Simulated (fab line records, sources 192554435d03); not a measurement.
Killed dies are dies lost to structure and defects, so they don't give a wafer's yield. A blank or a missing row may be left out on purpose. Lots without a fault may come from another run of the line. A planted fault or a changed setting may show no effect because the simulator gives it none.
A struck lot beside a sound one | flow n5_finfet | 38 steps out of a route of 1938
Sound: wafers L329.1, L329.2, L329.4. Struck: wafers L344.1, L344.5. (L344.2 of the same lot was not struck and is left out.) The cause comes at the end.
At each step with rows: each side's tool, then ch and its chambers, then its first start. Under that, the readings that differ: sound wafers | struck wafers | difference of the means | sigmas: that difference in standard deviations of wafers without a fault.
alike: readings whose means differ by less than 2 such deviations, and words and numbers that are the same on both sides. not compared: withheld readings, readings that some wafer has no value for, bounds like >300 that may hide the same value, and numbers for which the record gives no deviation and whose values overlap.
The two part at a step that has a row with sigmas, a row that says differs or no value, or rows on one side only. Numbers that don't overlap but have no deviation are shown without sigmas and don't part them. A reading that every wafer of one side lacks parts them only if that side has two wafers or more.

first, 9 steps without rows for these wafers: N5_BEOL_M0_CUTY_SOFTBAKE_53 (time 60 s); N5_BEOL_M0_CUTY_EXPOSE_54 (exposes mask M0 ABLK); N5_BEOL_M0_CUTY_PEB_55 (peb time 60 s); N5_BEOL_M0_CUTY_DEVELOP_56 (develop time 30 s); N5_BEOL_M0_CUTY_DESCUM_61 (chemistry O2, time 7.9 s); N5_BEOL_M0_CUTY_ETCH_62 (etches SiARC in CF4, time 58.5 s); N5_BEOL_M0_CUTY_ETCH_63 (etches SOC in N2/H2, target depth 82.7 nm, overetch 16.5 nm, time 124 s); N5_BEOL_M0_CUTY_STRIP_64 (strips in N2/H2); N5_BEOL_M0_ETCH_138 (etches SiCN in CH3F/O2, target depth 12 nm, time 31.6 s).
N5_BEOL_M0_HM_OPEN_105: chemistry Cl2/BCl3, target TiN, target depth 12 nm.
  sound on rie_metal-02 ch 1, day 6 14:11; struck on rie_metal-01 ch 0, day 10 10:04
  alike: drypump_motor_current_A, oes_ar_750_au, oes_product_au, throttle_valve_pct
  not compared: rf_hours_counter_h
then, 27 steps without rows for these wafers: N5_BEOL_M0_STRIP_140 (strips in CF4); N5_BEOL_M0_STRIP_104 (strips in N2/H2); N5_BEOL_M0_WET_ETCH_106 (etches SiO2 in DHF, target depth 130 nm, rinse time 30 s); N5_BEOL_M0_ETCH_128 (etches SiCN in CF4/N2, target depth 12 nm, overetch 5.1 nm, time 21.4 s); N5_BEOL_M0_TRENCH_ETCH_107 (etches SiOC in C4F6/O2, target depth 32.8 nm, time 16.4 s); N5_BEOL_M0_STRIP_142 (strips in N2/H2, time 10 s); N5_BEOL_M0_HM_STRIP_129 (strips TiN in peroxide tin strip, target depth 17 nm, time 108 s); N5_BEOL_M0_SRD_130 (time 30 s); N5_BEOL_M0_ETCH_109 (etches SiCN in CH3F/O2, target depth 8 nm, overetch 2.4 nm, time 27.4 s); N5_BEOL_M0_STRIP_139 (strips in post etch residue remover, time 60 s); N5_BEOL_M0_SRD_111 (time 30 s); N5_BEOL_M0_DEGAS_112 (time 60 s); N5_BEOL_M0_PRE_CLEAN_113 (time 30 s); N5_BEOL_M0_ALD_136 (deposits TaN, pulse time 2 s, purge time 3 s, co reactant purge time 2 s); N5_BEOL_M0_SURFACE_TREAT_137; N5_BEOL_M0_CVD_115 (deposits Co from CCTBA/H2, time 120 s); N5_BEOL_M0_SPUTTER_116 (material Cu, target thk 4 nm, time 7.37 s); N5_BEOL_M0_ANNEAL_117 (time 60 s); N5_BEOL_M0_SPUTTER_132 (material Cu, target thk 4 nm, time 7.37 s); N5_BEOL_M0_ANNEAL_133 (time 60 s); N5_BEOL_M0_SPUTTER_134 (material Cu, target thk 4 nm, time 7.37 s); N5_BEOL_M0_ANNEAL_135 (time 60 s); N5_BEOL_M0_SPUTTER_141 (material Cu, target thk 4 nm, time 7.37 s); N5_BEOL_M0_ECD_118 (material Cu, target thk 300 nm); N5_BEOL_M0_ANNEAL_119 (time 90 s); N5_BEOL_M0_CMP_120 (polishes, stops on SiOC, t overpolish 6.9 s); N5_BEOL_M0_PRE_CLEAN_131 (time 15 s).
-- the record jumps here: 6 days lie between the struck wafers' starts before and after (it left off in module BEOL_M0 and takes up again in module PASSIVATION, whose first step shown is number 1936 of the route) --
N5_PASSIVATION_PROBE_49:
  the record has rows for the struck wafers here (prober-01, day 16 14:01) and none for the sound ones

WHERE THEY PART
Only at N5_PASSIVATION_PROBE_49, within this record.

WHY: what the simulator had put in
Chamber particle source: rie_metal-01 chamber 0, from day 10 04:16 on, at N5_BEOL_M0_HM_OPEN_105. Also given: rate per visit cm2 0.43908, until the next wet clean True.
